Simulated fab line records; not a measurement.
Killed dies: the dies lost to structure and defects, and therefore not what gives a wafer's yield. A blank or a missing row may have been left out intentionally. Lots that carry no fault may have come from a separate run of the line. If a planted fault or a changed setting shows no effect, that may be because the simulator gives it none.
Problem report in the 8D (eight disciplines) form, filled by code | flow nand harc | the parts of the form that need people (team, actions taken, sign-off) are left out

== 1. WHAT WENT WRONG ==
Mean of cd nm at NHARC_P_GATE_CD_MEAS_59: 672.1 nm across 6 wafers in 2 lots; on wafers with no fault it is 719.7 nm (standard deviation 1.6). That is -30 standard deviations from the usual mean.
The step: target cd 720 nm.
Earliest sighting: wafer L606.2 on cd sem-03 at day 7 19:59. The record holds 30 wafers of 10 lots with a number at this step. Rule for "out" (also "out of limits"): further than 4 standard deviations from the usual mean. Any other wafer with a number is counted as sound.

== 2. WHAT IT IS AND WHAT IT IS NOT ==
question                    | is                     | is not
which readings at this step | cd nm                  | -
which lots                  | L606, L607             | L596, L599, L601, L611, L614, L615, L616, L617
which wafers of those lots  | all that have a number | -
read on which gauges        | cd sem-01, cd sem-03   | cd sem-02
when                        | from day 7 19:59       | up to then (9 sound wafers); but 15 sound wafers of L611, L614, L615, L616, L617 came after

== 3. WHAT RULES OUT EACH SUSPECT ==
Counting: any tool at a process step up to the reading is kept as a suspect provided that every lot that is out went through it and no sound lot did after the first of them.
- the gauge at NHARC_P_GATE_CD_MEAS_59: ruled out. The wafers that are out were read on 2 gauges (cd sem-01, cd sem-03).
- rie diel-12 at NHARC_P_GATE_HM_OPEN_105 (chemistry O2/COS, target depth 360 nm): ruled out as a lasting fault. Following L606 (day 7 17:25), the first lot on it that is out, the sound lots L611, L617 were run on it. NHARC_P_GATE_HM_OPEN_105 gives no start for some lots, so the hours and the order of its lots are those of NHARC_P_GATE_STRIP_101.
- rie diel-12 at NHARC_P_GATE_ETCHBACK_37 (etches the open film in CHF3/O2, target depth 34.5 nm, time 17.2 s): ruled out as a lasting fault. Following L606 (day 7 17:25), the first lot on it that is out, the sound lots L611, L617 were run on it. NHARC_P_GATE_ETCHBACK_37 gives no start for some lots, so the hours and the order of its lots are those of NHARC_P_GATE_STRIP_101.
- rie diel-12 at NHARC_P_GATE_STRIP_101 (strips in O2, time 20 s): ruled out as a lasting fault. Following L606 (day 7 17:25), the first lot on it that is out, the sound lots L611, L617 were run on it.
- krf scanner-02 at NHARC_P_GATE_EXPOSE_56 (exposes mask P PSD, target cd 720 nm): kept. It ran every lot that is out, first L606 (day 7 19:50), and no sound lot after that. Out on those wafers are its own readings of exposure dose mJ cm2.
Remaining after the count: krf scanner-02 at NHARC_P_GATE_EXPOSE_56.

== 4. THE CAUSE (what the simulator had put in) ==
Process parameters drifting: krf scanner-02 at NHARC_P_GATE_EXPOSE_56, beginning at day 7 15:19. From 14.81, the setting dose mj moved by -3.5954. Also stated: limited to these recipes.
The count eliminated every tool but this one.

== 5. SEQUENCE OF EFFECTS, ordered by route ==
One row per reading whose mean, taken over the struck wafers that have a number, lies over 3 standard deviations from the usual. Only readings for which the record gives a usual standard deviation are gone through. hours: the time from each lot's start at the first step in this table that gives one to its start at this step, as a median over the lots. sigmas: the change in usual standard deviations.
hours | step                    | reading              | usual    | on struck wafers | change | sigmas
0     | NHARC_P_GATE_EXPOSE_56  | exposure dose mJ cm2 | 14.813   | 11.232           | -3.581 | -99 or more
0     | NHARC_P_GATE_CD_MEAS_59 | cd nm                | 719.7 nm | 672.1            | -47.6  | -30
The process steps in it:
- NHARC_P_GATE_EXPOSE_56: exposes mask P PSD, target cd 720 nm.

== 6. HOW IT WOULD HAVE BEEN CAUGHT EARLIER ==
Counted from the fault's start at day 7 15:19, it took 5 hours until the first out-of-limits reading at a measuring or inspecting step in this record, taken at day 7 19:59.
Tool's own readings at NHARC_P_GATE_EXPOSE_56, exposure dose mJ cm2: out on all struck wafers the step has rows for; an alarm limit on them would have tripped on the first.
L607, from the lots that are out (2), started NHARC_P_GATE_EXPOSE_56 on krf scanner-02 later than day 7 19:59. Had the tool been put on hold then, it would have been spared.
